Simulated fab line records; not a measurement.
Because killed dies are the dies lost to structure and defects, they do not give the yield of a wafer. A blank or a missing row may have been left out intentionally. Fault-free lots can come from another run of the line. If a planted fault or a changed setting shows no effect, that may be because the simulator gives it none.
fab line records | flow nand_harc
record: lots: 6 | wafers: 18 | last_day: 34
route steps=1302 shown A_CHANNEL_FILL_D1@506 A_DECK1_JOINT@518 END@1302
lots that met no fault: from a run of the same line without faults
start_h: the number of hours between the record's first day and the start of the first shown wafer of the lot | wait_h: hours from the lot's prior step to this one | " repeats the value in the row above | L1.1+2: several wafers, shown together as one row | - no value present, or no start provided | * or withheld: withheld | < > ~ a bound
route shown NAME@n: names a module that has steps shown in the file, with the first one's number in the route | usual: mean and standard deviation over wafers with no fault | same: alike in all rows | chamber/n: place in a boat | sites: the reading at each site | _std_site: the values' standard deviation | _edge_site: mean of outer sites minus mean of inner sites | radius_mm: how far each site lies from the wafer's centre | mask NAME#n: copy n | behind: the most recent tool/chamber to have shaped the wafer | hold: the reason the lot was held/the length of the hold in hours/how it ended | device: whichever transistor did not switch (one of n, p or np) | end of line: the route-end tests of the same wafers | for a step that has no rows: nothing shown but its recipe | killed: count of dies lost to structure and defects at first sort (not the wafer's yield) | map: the dies of a wafer, with x for killed, . for not killed, _ for no die there
set.NAME: the setting that was run; set.NAME@STEP: the one run at that earlier step | model.NAME: the simulator's own value behind a step, which no gauge read
lots seen at some steps along the route; tables by step, rows by wafer
services: the hour from which a tool's chamber was out of use, counted from the record's first day as start_h (under 0 if before that day), plus the number of hours and why
== steps ==
step: NHARC_A_CHANNEL_FILL_D1_THK_MEAS_06
recipe: thk_meas_gauge: ellipsometry
usual: thk_nm: 5.1/0.96
lot.wafer | tool          | chamber | start_h | wait_h | thk_nm
L398.1    | film_metro-01 | -       | 242.14  | 0.4    | 6.4
L398.5    | "             | -       | "       | "      | 4.2
L398.6    | "             | -       | "       | "      | 4.8
L399.2    | film_metro-02 | -       | 242.15  | 0.4    | 5.3
L399.5    | "             | -       | "       | "      | 5.8
L399.6    | "             | -       | "       | "      | 5.8
L409.1    | film_metro-01 | -       | 332.23  | 0.4    | 3.9
L409.2    | "             | -       | "       | "      | 5.5
L409.4    | "             | -       | "       | "      | 5.4
L413.1    | film_metro-02 | -       | 369.03  | 0.4    | 5.6
L413.5    | "             | -       | "       | "      | 4.2
L413.6    | "             | -       | "       | "      | 5.0
L416.1    | film_metro-02 | -       | 410.70  | 0.4    | 5.4
L416.3    | "             | -       | "       | "      | 6.5
L416.6    | "             | -       | "       | "      | 3.3
L421.1    | film_metro-01 | -       | 465.17  | 0.4    | 5.6
L421.3    | "             | -       | "       | "      | 7.6
L421.5    | "             | -       | "       | "      | 5.8
step: NHARC_A_CHANNEL_FILL_D1_ALD_25
recipe: target_thk_a: 600 | pulse_time_s: 10 | ald_cycles: 600 | temp_c: 300 | material: SiOx
usual: heater_power_outer_w: 249/29 | heater_power_w: 444/38 | precursor_pulse_height_rel: 0.998/0.02
lot.wafer | tool      | chamber | start_h | wait_h | heater_power_outer_w | heater_power_w | precursor_pulse_height_rel
L399.2    | ald_hk-04 | 1       | 242.82  | 0.7    | 259                  | 463            | 0.985
L399.6    | "         | 0       | 244.68  | 2.5    | 271                  | 459            | 1.012
L399.5    | "         | 1       | "       | "      | 257                  | 461            | 0.999
L398.1    | ald_hk-01 | 3       | 243.43  | 1.3    | 231                  | 391            | 1.001
L398.6    | "         | 1       | 244.66  | 2.5    | 280                  | 487            | 1.004
L398.5    | "         | 2       | "       | "      | 232                  | 432            | 1.015
L409.1    | ald_hk-04 | 2       | 332.28  | 0.1    | 233                  | 445            | 1.018
L409.4    | "         | 3       | "       | "      | 245                  | 448            | 0.969
L409.2    | "         | 1       | 334.17  | 1.9    | 266                  | 488            | 0.998
L413.1    | ald_hk-04 | 1       | 370.23  | 1.2    | 266                  | 481            | 1.016
L413.5    | "         | 0       | 372.09  | 3.1    | 273                  | 453            | 0.993
L413.6    | "         | 1       | "       | "      | 260                  | 475            | 0.951
L416.1    | ald_hk-01 | 3       | 410.76  | 0.1    | 239                  | 389            | 0.966
L416.3    | "         | 2       | 412.59  | 1.9    | 234                  | 421            | 0.990
L416.6    | "         | 0       | 413.80  | 3.1    | 187                  | 375            | 1.029
L421.1    | ald_hk-03 | 3       | 465.85  | 0.7    | 224                  | 420            | 1.001
L421.3    | "         | 1       | 467.10  | 1.9    | 245                  | 449            | 1.005
L421.5    | "         | 3       | 468.35  | 3.2    | 227                  | 426            | 0.963
step: NHARC_A_CHANNEL_FILL_D1_ETCHBACK_08
recipe: target_depth_a: 2200 | time_s: 110 | c4f8_flow_sccm: 20 | ar_flow_sccm: withheld | rf_w: 600 | bias_w: 300 | chemistry: C4F8
usual: oes_product_au: 0.96/0.036 | rf_vpp_V: 439.9/2.7
lot.wafer | tool        | chamber | start_h | wait_h | oes_product_au | rf_hours_counter_h | rf_vpp_V
L399.2    | rie_diel-03 | 1       | -       | -      | 0.91           | 8                  | 436.7
L399.5    | "           | 1       | "       | "      | 0.91           | -                  | 437.8
L399.6    | "           | 2       | "       | "      | 0.92           | -                  | 437.4
L398.1    | rie_diel-11 | 1       | -       | -      | 0.93           | 8                  | 445.9
L398.6    | "           | 2       | "       | "      | 0.94           | -                  | 438.7
L398.5    | "           | 3       | "       | "      | 0.94           | -                  | 438.9
L409.4    | rie_diel-03 | 1       | -       | -      | 1.00           | 1                  | 437.5
L409.2    | "           | 3       | "       | "      | 0.98           | 2                  | 443.4
L409.1    | "           | 0       | "       | "      | 1.00           | 2                  | 438.3
L413.1    | rie_diel-04 | 2       | -       | -      | 0.99           | 0                  | 442.1
L413.5    | "           | 0       | "       | "      | 1.00           | -                  | 437.3
L413.6    | "           | 2       | "       | "      | 1.00           | -                  | 442.9
L416.3    | rie_diel-11 | 2       | -       | -      | 0.93           | 7                  | 437.6
L416.1    | "           | 3       | "       | "      | 0.93           | 8                  | 437.1
L416.6    | "           | 1       | "       | "      | 0.94           | -                  | 444.0
L421.1    | rie_diel-11 | 2       | -       | -      | 0.99           | 1                  | 437.5
L421.3    | "           | 1       | "       | "      | 0.99           | 1                  | 445.5
L421.5    | "           | 3       | "       | "      | 1.00           | -                  | 439.3
step: NHARC_A_CHANNEL_FILL_D1_STRIP_29
recipe: time_s: 20 | o2_flow_sccm: 500 | ar_flow_sccm: 0 | bias_w: 0 | chemistry: O2
usual: drypump_motor_current_A: 5.7/0.39 | oes_product_au: 0.998/0.0069 | rf_vpp_V: 57.7/0.92 | showerhead_plenum_p_Torr: 3.49/0.15 | throttle_valve_pct: 17.035/0.0086
lot.wafer | tool        | chamber | start_h | wait_h | drypump_motor_current_A | oes_product_au | rf_hours_counter_h | rf_vpp_V | showerhead_plenum_p_Torr | throttle_valve_pct
L398.1    | rie_diel-11 | 3       | -       | -      | 5.1                     | 1.007          | 9                  | 57.4     | 3.45                     | 17.044
L398.6    | "           | 2       | "       | "      | 5.7                     | 1.010          | -                  | 57.4     | 3.37                     | 17.044
L398.5    | "           | 3       | "       | "      | 5.1                     | 1.009          | -                  | 55.4     | 3.45                     | 17.038
L399.2    | rie_diel-03 | 1       | 248.03  | 0.2    | 6.2                     | 0.992          | 8                  | 58.1     | 3.30                     | 17.038
L399.6    | "           | 2       | "       | "      | 6.0                     | 0.996          | -                  | 57.1     | 3.36                     | 17.041
L399.5    | "           | 1       | "       | "      | 6.2                     | 1.003          | -                  | 56.5     | 3.30                     | 17.040
L409.4    | rie_diel-03 | 1       | -       | -      | 6.2                     | 1.003          | 2                  | 57.0     | 3.30                     | 17.038
L409.1    | "           | 2       | "       | "      | 6.0                     | 1.000          | 2                  | 58.1     | 3.36                     | 17.035
L409.2    | "           | 3       | "       | "      | 6.0                     | 1.001          | 2                  | 58.4     | 3.69                     | 17.023
L413.1    | rie_diel-04 | 0       | 375.37  | 0.1    | 5.8                     | 0.991          | 0                  | 57.8     | 3.37                     | 17.018
L413.5    | "           | 0       | "       | "      | 5.9                     | 0.996          | -                  | 56.5     | 3.37                     | 17.036
L413.6    | "           | 3       | "       | "      | 5.1                     | 1.000          | -                  | 57.3     | 3.66                     | 17.038
L416.3    | rie_diel-11 | 1       | -       | -      | 5.9                     | 1.011          | 8                  | 58.3     | 3.78                     | 17.044
L416.1    | "           | 2       | "       | "      | 5.7                     | 1.009          | 7                  | 57.5     | 3.36                     | 17.016
L416.6    | "           | 0       | "       | "      | 5.3                     | 0.994          | -                  | 57.9     | 3.44                     | 17.037
L421.3    | rie_diel-11 | 1       | -       | -      | 5.9                     | 1.001          | 1                  | 57.4     | 3.78                     | 17.035
L421.1    | "           | 3       | "       | "      | 5.1                     | 1.004          | 1                  | 57.1     | 3.44                     | 17.030
L421.5    | "           | 0       | "       | "      | 5.3                     | 0.995          | -                  | 56.6     | 3.44                     | 17.062
step: NHARC_A_CHANNEL_FILL_D1_PRECLEAN_30
recipe: time_s: 30 | chemistry: dHF
step: NHARC_A_CHANNEL_FILL_D1_SRD_31
step: NHARC_A_CHANNEL_FILL_D1_CVD_09
recipe: target_thk_a: 1500 | temp_c: 620 | pressure_mtorr: 200 | time_s: 3000 | material: poly-Si
step: NHARC_A_CHANNEL_FILL_D1_CMP_10
recipe: target_thk_nm: 150
usual: motor_current_A: 10.8/0.9 | pad_life_wafers: 208/120 | slurry_filter_dp_kPa: 13.50/0.14 | slurry_flow_ml_min: 150.0/0.45 | time_to_endpoint_s: 15.4/1.9
lot.wafer | tool   | chamber | start_h | wait_h | motor_current_A | pad_life_wafers | slurry_filter_dp_kPa | slurry_flow_ml_min | time_to_endpoint_s
L399.2    | cmp-03 | 1       | 253.68  | 0.4    | 12.6            | 355             | 13.40                | 150.2              | 17.7
L399.5    | "      | 0       | "       | "      | 10.8            | -               | 13.61                | 149.6              | 15.4
L399.6    | "      | 1       | "       | "      | 13.0            | -               | 13.38                | 149.9              | 17.2
L398.1    | cmp-04 | 2       | 253.70  | 0.4    | 11.4            | 128             | 13.63                | 150.6              | 15.5
L398.5    | "      | 0       | "       | "      | 10.2            | -               | 13.60                | 149.8              | 17.1
L398.6    | "      | 1       | "       | "      | 9.7             | -               | 13.55                | 149.2              | 17.5
L409.2    | cmp-04 | 1       | 343.79  | 0.4    | 10.1            | 90              | 13.42                | 150.6              | 14.9
L409.1    | "      | 2       | "       | "      | 11.9            | 91              | 13.54                | 150.7              | 12.1
L409.4    | "      | 3       | "       | "      | 11.0            | 92              | 13.49                | 150.0              | 12.5
L413.1    | cmp-04 | 3       | 381.14  | 0.4    | 11.6            | 255             | 13.48                | 150.1              | 14.4
L413.5    | "      | 0       | "       | "      | 10.1            | -               | 13.63                | 150.0              | 15.2
L413.6    | "      | 1       | "       | "      | 10.1            | -               | 13.15                | 150.5              | 14.3
L416.1    | cmp-01 | 3       | 422.08  | 0.4    | 10.8            | 133             | 13.56                | 150.3              | 17.1
L416.3    | "      | 0       | "       | "      | 11.3            | 134             | 13.42                | 150.1              | 17.7
L416.6    | "      | 3       | "       | "      | 10.8            | -               | 13.51                | 150.2              | 16.3
L421.3    | cmp-01 | 1       | 476.67  | 0.4    | 9.6             | 343             | 13.54                | 150.0              | 13.6
L421.1    | "      | 2       | "       | "      | 11.1            | 344             | 13.57                | 150.4              | 14.9
L421.5    | "      | 1       | "       | "      | 9.4             | -               | 13.36                | 150.4              | 15.5
step: NHARC_A_CHANNEL_FILL_D1_SRD_12
step: NHARC_A_CHANNEL_FILL_D1_INSPECT_13
usual: raw_defect_count: 305/130
lot.wafer | tool              | chamber | start_h | wait_h | raw_defect_count
L398.1    | defect_inspect-01 | -       | 254.07  | 0.0    | 203
L398.5    | "                 | -       | "       | "      | 307
L398.6    | "                 | -       | "       | "      | 245
L399.2    | defect_inspect-02 | -       | 254.07  | 0.0    | 307
L399.5    | "                 | -       | "       | "      | 525
L399.6    | "                 | -       | "       | "      | 591
L409.1    | defect_inspect-01 | -       | 344.19  | 0.0    | 414
L409.2    | "                 | -       | "       | "      | 324
L409.4    | "                 | -       | "       | "      | 475
L413.1    | defect_inspect-02 | -       | 381.51  | 0.0    | 190
L413.5    | "                 | -       | "       | "      | 238
L413.6    | "                 | -       | "       | "      | 376
L416.1    | defect_inspect-02 | -       | 422.47  | 0.0    | 122
L416.3    | "                 | -       | "       | "      | 129
L416.6    | "                 | -       | "       | "      | 314
L421.1    | defect_inspect-01 | -       | 477.05  | 0.0    | 166
L421.3    | "                 | -       | "       | "      | 121
L421.5    | "                 | -       | "       | "      | 171
step: NHARC_A_DECK1_JOINT_ETCHBACK_07
recipe: target_depth_a: 1050 | time_s: 26.9 | hbr_flow_sccm: 150 | rf_w: 350 | icp_w: 350 | bias_w: 60 | chemistry: HBr
usual: drypump_motor_current_A: 5.7/0.33 | oes_product_au: 1.001/0.0071 | throttle_valve_pct: 23.267/0.0094
lot.wafer | tool      | chamber | start_h | wait_h | drypump_motor_current_A | oes_product_au | rf_hours_counter_h | throttle_valve_pct
L399.2    | rie_si-02 | 3       | 254.13  | 0.1    | 5.7                     | 1.005          | 0.8                | 23.264
L399.5    | "         | 3       | "       | "      | 5.7                     | 1.004          | -                  | 23.277
L399.6    | "         | 0       | "       | "      | 5.8                     | 1.009          | -                  | 23.266
L398.1    | rie_si-03 | 3       | 254.16  | 0.1    | 5.9                     | 1.002          | 0.2                | 23.267
L398.6    | "         | 0       | "       | "      | 5.2                     | 1.017          | -                  | 23.260
L398.5    | "         | 1       | "       | "      | 6.2                     | 1.006          | -                  | 23.259
L409.2    | rie_si-03 | 1       | 344.27  | 0.1    | 6.2                     | 1.003          | 0.7                | 23.265
L409.1    | "         | 2       | "       | "      | 6.0                     | 0.995          | 0.8                | 23.263
L409.4    | "         | 1       | "       | "      | 6.3                     | 1.008          | -                  | 23.265
L413.1    | rie_si-03 | 0       | 381.58  | 0.1    | 5.1                     | 0.962          | 0.9                | 23.265
L413.6    | "         | 3       | "       | "      | 5.9                     | 0.963          | -                  | 23.273
L413.5    | "         | 0       | "       | "      | 5.1                     | 0.961          | -                  | 23.281
L416.1    | rie_si-03 | 3       | 422.53  | 0.1    | 5.9                     | 0.967          | 0.1                | 23.277
L416.3    | "         | 2       | "       | "      | 6.0                     | 0.959          | 0.1                | 23.275
L416.6    | "         | 3       | "       | "      | 5.9                     | 0.954          | -                  | 23.269
L421.3    | rie_si-03 | 2       | 477.12  | 0.1    | 6.0                     | 1.001          | 0.5                | 23.252
L421.1    | "         | 1       | "       | "      | 6.2                     | 0.998          | 0.5                | 23.268
L421.5    | "         | 2       | "       | "      | 6.0                     | 1.002          | -                  | 23.257
step: NHARC_A_DECK1_JOINT_ETCH_25
recipe: target_depth_a: 5 | chemistry: dHF | material: SiO2
step: NHARC_END_SORT_01
recipe: temp_c: 25
usual: killed_at_array: 56/21 | killed_at_other: 1.2/1.6 | killed_at_periphery: 3.7/2.5 | killed_dies: 61/21 | killed_open: 3.1/1.8 | killed_short: 2.8/1.7
same: gross_dies: 677
lot.wafer | tool      | chamber | start_h | wait_h | killed_at_array | killed_at_other | killed_at_periphery | killed_dies | killed_open | killed_short
L416.1    | prober-01 | 0       | 738.78  | 2.5    | 59              | 0               | 5                   | 64          | 3           | 1
L416.3    | prober-01 | 0       | 740.40  | 3.1    | 65              | 3               | 1                   | 69          | 0           | 3
L416.6    | prober-01 | 0       | 742.83  | 4.0    | 47              | 1               | 5                   | 53          | 7           | 4
killed by level:class
L416.1 A_SLIT:chamber_film_flake=29 A_CHANNEL_HOLE_D1:chamber_film_flake=5 A_M1:chamber_film_flake=4 A_SGD_CUT:chamber_film_flake=4 A_DECK1_JOINT:chamber_film_flake=3 A_STAIRCASE:chamber_film_flake=3 P_M1:chamber_film_flake=2 A_ZERO_WELL:chamber_film_flake=2
L416.3 A_SLIT:chamber_film_flake=41 A_CHANNEL_HOLE_D1:chamber_film_flake=14 A_CONTACT:chamber_film_flake=4 THIN_TSV:chamber_film_flake=2 A_DECK1_JOINT:geometric_particle:short=1 A_M0:geometric_particle:short=1 STARTING-WAFER:geometric_particle:short=1 P_ZERO_WELL:chamber_film_flake=1
L416.6 A_SLIT:chamber_film_flake=25 A_CHANNEL_HOLE_D1:chamber_film_flake=7 A_CONTACT:chamber_film_flake=4 A_CHANNEL_FILL_D1:geometric_particle:open=2 P_BONDPAD:chamber_film_flake=2 P_GATE:geometric_particle:open=1 P_M0:geometric_particle:open=1 A_ONON_D1:geometric_particle:short=1
== services ==
tool        | chamber | start_h | hours | kind
rie_si-03   | -       | 221.00  | 9.0   | pm
rie_diel-03 | 0       | 233.25  | 38.7  | repair
rie_si-03   | -       | 238.23  | 0.3   | repair
rie_diel-03 | 3       | 242.42  | 33.7  | repair
rie_si-03   | 0       | 248.99  | 1.3   | repair
rie_diel-11 | 0       | 254.83  | 8.0   | repair
rie_diel-11 | -       | 255.50  | 9.0   | pm
ald_hk-04   | -       | 257.62  | 10.0  | pm
rie_diel-11 | 0       | 265.06  | 3.6   | repair
rie_diel-11 | -       | 278.75  | 0.5   | repair
rie_diel-03 | -       | 281.30  | 9.0   | pm
cmp-04      | -       | 307.33  | 4.0   | pm
rie_si-03   | 3       | 310.82  | 36.1  | repair
rie_diel-11 | 2       | 314.03  | 7.1   | repair
ald_hk-04   | -       | 337.39  | 2.4   | repair
rie_diel-03 | 3       | 349.50  | 3.7   | repair
rie_diel-11 | 2       | 377.51  | 3.1   | repair
rie_si-03   | -       | 398.00  | 9.0   | pm
rie_diel-11 | -       | 410.17  | 0.8   | repair
rie_diel-03 | 2       | 424.86  | 1.8   | repair
rie_diel-11 | -       | 432.52  | 9.0   | pm
rie_si-03   | -       | 434.98  | 0.3   | repair
rie_si-03   | 0       | 435.50  | 15.6  | repair
rie_diel-03 | -       | 458.30  | 9.0   | pm
== key ==
first_sign: step: NHARC_A_DECK1_JOINT_ETCHBACK_07 | reading: oes_product_au | direction: down | sigmas: 5.7 | usual: 1.001 | struck: 0.961
effect none on later readings
met_at NHARC_A_DECK1_JOINT_ETCHBACK_07
struck_wafers L413.1,L413.5,L413.6,L416.1,L416.3,L416.6
tester_left_out L413,L416
onset_between 344.27 381.58
fault: kind: process_parameter_drift | tool: rie_si-03 | chamber: - | onset_h: 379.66 | steps: NHARC_A_DECK1_JOINT_ETCHBACK_07 | channel: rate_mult | offset: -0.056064 | shape: step | end_h: 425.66
tester_left_out: of these lots the tester's yield and bins aren't shown, on N5 and GAA mostly nor the transistor test; their killed dies are dies lost to structure and defects alone, not to doping, threshold or leakage, so they don't give the yield
